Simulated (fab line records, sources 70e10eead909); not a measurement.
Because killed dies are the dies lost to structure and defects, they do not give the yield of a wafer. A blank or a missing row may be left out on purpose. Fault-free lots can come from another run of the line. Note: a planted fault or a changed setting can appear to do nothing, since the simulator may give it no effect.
Matching of chambers ; flow nand_harc ; NHARC_P_GATE_ALD_36 on ald_sin-01: 4 sister chambers
The step deposits SiNx, target thk 20 nm, pulse time 60 s, ald cycles 223. 4 wafers are shown with their chamber, then 7 later ones without.

## WAFERS, EACH WITH ITS CHAMBER
wafer;chamber;heater_power_w (W)
L179.2;2;850
L186.5;0;840
L193.4;3;768
L193.2;1;665

## WAFERS WHOSE CHAMBER IS MISSING
wafer;heater_power_w (W)
L193.5;752
L196.2;862
L196.3;677
L196.1;858
L199.1;844
L199.4;748
L199.5;861

## CHAMBER TAKEN BY EACH
wafer;from the rows above;in truth
L193.5;3;3
L196.2;can't be placed: 2 or 0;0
L196.3;1;1
L196.1;can't be placed: 2 or 0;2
L199.1;can't be placed: 0 or 2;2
L199.4;3;3
L199.5;can't be placed: 2 or 0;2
3 of 7 placed correctly. Can't be placed from these rows: 4 (the true chamber is among the candidates in 4). Wrongly placed: 0.
How it was worked out, from the rows above alone: a wafer's distance from a chamber is the root of the sum, over the readings, of the square of ((its reading less the chamber's mean) divided by the reading's scatter). If the next closest chamber is less than 2 further off than the closest, the wafer can't be placed; otherwise it belongs to the closest. Each chamber's mean is taken over the wafers shown for it. The scatter: with one shown wafer a chamber, the root of the mean of the squares of how far each hidden wafer lies from its nearest shown one.
